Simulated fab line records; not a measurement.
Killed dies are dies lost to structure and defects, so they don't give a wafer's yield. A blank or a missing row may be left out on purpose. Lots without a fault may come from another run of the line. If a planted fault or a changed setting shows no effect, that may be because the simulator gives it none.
Split-lot experiment -- flow n5 finfet -- 7 lots, 39 wafers read, on a route of 1938 steps

== THE SPLIT ==
At N5_DUMMY_GATE_ETCH_42 (etches SiO2 in CHF3/O2, target depth 3.5 nm, time 31 s), the setting bias w was moved away from the recipe's 12 W on 15 of the 39 wafers read, by -16.7% to +17.6%. For the rest of the wafers, this setting stayed at what the recipe calls for.

The split's own step is where the reading is taken.

== THE READING ==
rf vpp V, in V, at N5_DUMMY_GATE_ETCH_42 (etches SiO2 in CHF3/O2, target depth 3.5 nm, time 31 s). Fault-free wafers of this fab line usually give 42.4 V, standard deviation 0.84 V.

wafer,"tool, chamber at the split","bias w as run, W",against the recipe,"rf vpp V, V",against lot-mates on the recipe
L077.1,"rie diel-06, 0",12,recipe,42.6,-
L077.2,"rie diel-06, 2",12,recipe,41.5,-
L077.3,"rie diel-06, 3",14.11,+17.6%,48.1,+5.7
L077.4,"rie diel-06, 1",14.11,+17.6%,46.4,+4.0
L077.5,"rie diel-06, 0",12,recipe,43.1,-
L077.6,"rie diel-06, 3",14.11,+17.6%,47.1,+4.7
L078.1,"rie diel-06, 2",12,recipe,42.3,-
L078.2,"rie diel-06, 0",13.09,+9.1%,44.2,+1.4
L078.3,"rie diel-06, 3",12,recipe,42.0,-
L078.4,"rie diel-06, 1",13.09,+9.1%,45.8,+3.0
L078.5,"rie diel-06, 0",12,recipe,44.1,-
L078.6,"rie diel-06, 1",13.09,+9.1%,44.8,+2.0
L082.1,"rie diel-02, 1",10.02,-16.5%,37.0,-5.1
L082.2,"rie diel-02, 0",12,recipe,41.8,-
L082.3,"rie diel-02, 3",10.02,-16.5%,36.0,-6.1
L082.4,"rie diel-02, 2",10.02,-16.5%,37.6,-4.5
L082.5,"rie diel-02, 2",12,recipe,42.5,-
L082.6,"rie diel-02, 3",12,recipe,42.0,-
L086.1,"rie diel-06, 3",9.995,-16.7%,37.2,-6.2
L086.2,"rie diel-06, 2",9.995,-16.7%,37.7,-5.7
L086.3,"rie diel-06, 1",12,recipe,43.2,-
L086.4,"rie diel-06, 2",12,recipe,43.9,-
L086.5,"rie diel-06, 1",9.995,-16.7%,37.5,-5.9
L086.6,"rie diel-06, 3",12,recipe,43.1,-
L088.1,"rie diel-01, 0",12,recipe,42.8,-
L088.2,"rie diel-01, 2",12,recipe,41.6,-
L088.3,"rie diel-01, 3",12,recipe,42.6,-
L088.4,"rie diel-01, 1",12,recipe,42.4,-
L088.5,"rie diel-01, 3",12,recipe,42.5,-
L088.6,"rie diel-01, 0",12,recipe,43.5,-
L090.1,"rie diel-02, 3",13.98,+16.5%,46.4,+4.8
L090.2,"rie diel-02, 2",13.98,+16.5%,46.2,+4.6
L090.3,"rie diel-02, 0",12,recipe,41.1,-
L090.4,"rie diel-02, 0",12,recipe,41.2,-
L090.5,"rie diel-02, 3",12,recipe,42.6,-
L090.6,"rie diel-02, 2",13.98,+16.5%,48.1,+6.5
L093.1,"rie diel-01, 0",12,recipe,42.9,-
L093.4,"rie diel-01, 2",12,recipe,42.4,-
L093.6,"rie diel-01, 2",12,recipe,42.5,-

THE FIT
A straight line over all 39 wafers: rf vpp V changes by +0.293 V for each +1% of bias w; r = +0.97; the points scatter about the line by 0.78 V.
The same after taking each lot's own level away (the mean of its wafers on the recipe; 39 wafers): +0.311 V for each +1%; r = +0.98; scatter 0.7 V.
That fit puts the effect of the largest move of bias w on the reading at 5.5 V.
The lots' own levels span 41.63 to 43.40 V, that is 2.1 times the standard deviation above.
The two slopes are in agreement: the lot-to-lot level therefore moves the slope only a little.
Check: +5.26 V against its lot-mates is what the line predicts for one of the wafers moved furthest among these (+17.6%) when that wafer is left out of the fit. Against them it came out at +5.7 V.
Tool readings at the split's step, against how far the setting was moved: rf vpp V r = +0.97.

== FURTHER SPLITS ON THESE WAFERS ==
Note: prior to the reading, these wafers also went through further splits. Each is held against what the fit with the lots' levels taken away leaves over:
other split on the same wafers,wafers away from the commonest value,r with rf vpp V (lot level and that fit taken away)
N5_DUMMY_GATE_EXPOSE_12 dose mj,15,-0.06
N5_DUMMY_GATE_ETCH_37 source w,6,+0.08
N5_DUMMY_GATE_ETCH_32 time s,15,-0.03

== FILE'S OWN FIT ==
rf vpp V changes by +0.31 V for each +1% of bias w, r = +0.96.
